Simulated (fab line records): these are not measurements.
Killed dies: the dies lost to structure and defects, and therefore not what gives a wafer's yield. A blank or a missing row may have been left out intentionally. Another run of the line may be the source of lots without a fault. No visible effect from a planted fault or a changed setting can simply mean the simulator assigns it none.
Split-lot trial | flow n5_finfet | 39 wafers read across 7 lots, on a route 1938 steps long

THE SPLIT ITSELF
At N5_MOL_CONTACT_COAG_SPUTTER_130 (material Co, target thk 47.5 nm), the setting target_thk_a was moved away from the recipe's 475 angstrom on 12 of the 39 wafers read, by -7.1% to +13.4%. The other wafers ran this setting at the recipe's value.

Reading taken at the split's own step.

THE READING
Co_of_MOL_CONTACT_COAG_SPUTTER_130.thk_nm (the simulator's own value, which no gauge read), in nm, at N5_MOL_CONTACT_COAG_SPUTTER_130 (material Co, target thk 47.5 nm). No usual value for it is given in the file. Across the 27 wafers here that went through the recipe, the average is 47.5 nm and the standard deviation 0.76 nm.

wafer  | tool, chamber at the split | target_thk_a as run, angstrom | against the recipe | Co_of_MOL_CONTACT_COAG_SPUTTER_130.thk_nm, nm | against lot-mates on the recipe
L086.1 | pvd_sputter-01, -          | 475                           | recipe             | 48.6                                          | -
L086.2 | pvd_sputter-01, -          | 533.9                         | +12.4%             | 52.8                                          | +5.3
L086.3 | pvd_sputter-01, -          | 533.9                         | +12.4%             | 52.2                                          | +4.7
L086.4 | pvd_sputter-01, -          | 475                           | recipe             | 46.4                                          | -
L086.5 | pvd_sputter-01, -          | 475                           | recipe             | 47.4                                          | -
L086.6 | pvd_sputter-01, -          | 533.9                         | +12.4%             | 54.2                                          | +6.7
L087.1 | pvd_sputter-01, -          | 529.4                         | +11.5%             | 54.2                                          | +6.4
L087.2 | pvd_sputter-01, -          | 529.4                         | +11.5%             | 52.6                                          | +4.8
L087.3 | pvd_sputter-01, -          | 475                           | recipe             | 48                                            | -
L087.4 | pvd_sputter-01, -          | 475                           | recipe             | 46.8                                          | -
L087.5 | pvd_sputter-01, -          | 529.4                         | +11.5%             | 53.2                                          | +5.4
L087.6 | pvd_sputter-01, -          | 475                           | recipe             | 48.6                                          | -
L090.1 | pvd_sputter-01, -          | 475                           | recipe             | 47.2                                          | -
L090.2 | pvd_sputter-01, -          | 475                           | recipe             | 46.6                                          | -
L090.4 | pvd_sputter-01, -          | 475                           | recipe             | 46.6                                          | -
L090.5 | pvd_sputter-01, -          | 475                           | recipe             | 46.6                                          | -
L090.3 | pvd_sputter-01, -          | 475                           | recipe             | 48.2                                          | -
L090.6 | pvd_sputter-01, -          | 475                           | recipe             | 48.4                                          | -
L093.1 | pvd_sputter-01, -          | 475                           | recipe             | 48.6                                          | -
L093.2 | pvd_sputter-01, -          | 475                           | recipe             | 46.8                                          | -
L093.3 | pvd_sputter-01, -          | 475                           | recipe             | 46.6                                          | -
L093.6 | pvd_sputter-01, -          | 475                           | recipe             | 46.6                                          | -
L093.4 | pvd_sputter-01, -          | 475                           | recipe             | 46.2                                          | -
L093.5 | pvd_sputter-01, -          | 475                           | recipe             | 48.4                                          | -
L094.1 | pvd_sputter-02, -          | 441.1                         | -7.1%              | 44                                            | -3.6
L094.3 | pvd_sputter-02, -          | 441.1                         | -7.1%              | 44                                            | -3.6
L094.2 | pvd_sputter-02, -          | 475                           | recipe             | 48.2                                          | -
L094.4 | pvd_sputter-02, -          | 475                           | recipe             | 47.4                                          | -
L094.5 | pvd_sputter-02, -          | 475                           | recipe             | 47.2                                          | -
L094.6 | pvd_sputter-02, -          | 441.1                         | -7.1%              | 44.6                                          | -3.0
L095.2 | pvd_sputter-02, -          | 475                           | recipe             | 47.4                                          | -
L095.3 | pvd_sputter-02, -          | 475                           | recipe             | 48                                            | -
L095.6 | pvd_sputter-02, -          | 475                           | recipe             | 48                                            | -
L096.1 | pvd_sputter-03, -          | 475                           | recipe             | 48                                            | -
L096.4 | pvd_sputter-03, -          | 475                           | recipe             | 48                                            | -
L096.2 | pvd_sputter-03, -          | 538.7                         | +13.4%             | 53                                            | +5.1
L096.3 | pvd_sputter-03, -          | 538.7                         | +13.4%             | 53.6                                          | +5.7
L096.5 | pvd_sputter-03, -          | 538.7                         | +13.4%             | 53.4                                          | +5.5
L096.6 | pvd_sputter-03, -          | 475                           | recipe             | 47.6                                          | -

THE FIT
A straight line over all 39 wafers: Co_of_MOL_CONTACT_COAG_SPUTTER_130.thk_nm changes by +0.461 nm for each +1% of target_thk_a; r = +0.97; the points scatter about the line by 0.75 nm.
The same after taking each lot's own level away (the mean of its wafers on the recipe; 39 wafers): +0.448 nm for each +1%; r = +0.97; scatter 0.72 nm.
Per that fit: largest target_thk_a move, reading shift of 6 nm.
The span of the lots' own levels, 47.20 to 47.87 nm, comes to 0.9 times the standard deviation stated above.
Hence the lot-to-lot level has little effect on the slope; both slopes agree.
Check: +6.1 nm against its lot-mates is what the line predicts for one of the wafers moved furthest among these (+13.4%) when that wafer is left out of the fit. Against them it came out at +5.13 nm.

OTHER SPLITS APPLIED TO THESE WAFERS
Before the reading, these wafers also passed through other splits. Each is held against what the fit with the lots' levels taken away leaves over:
other split on the same wafers | wafers away from the commonest value | r with Co_of_MOL_CONTACT_COAG_SPUTTER_130.thk_nm (lot level and that fit taken away)
N5_HKMG_FIN_ETCH_31 bias_w     | 12                                   | +0.14

FILE'S OWN FIT
Co_of_MOL_CONTACT_COAG_SPUTTER_130.thk_nm changes by +0.447 nm for each +1% of target_thk_a, r = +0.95.
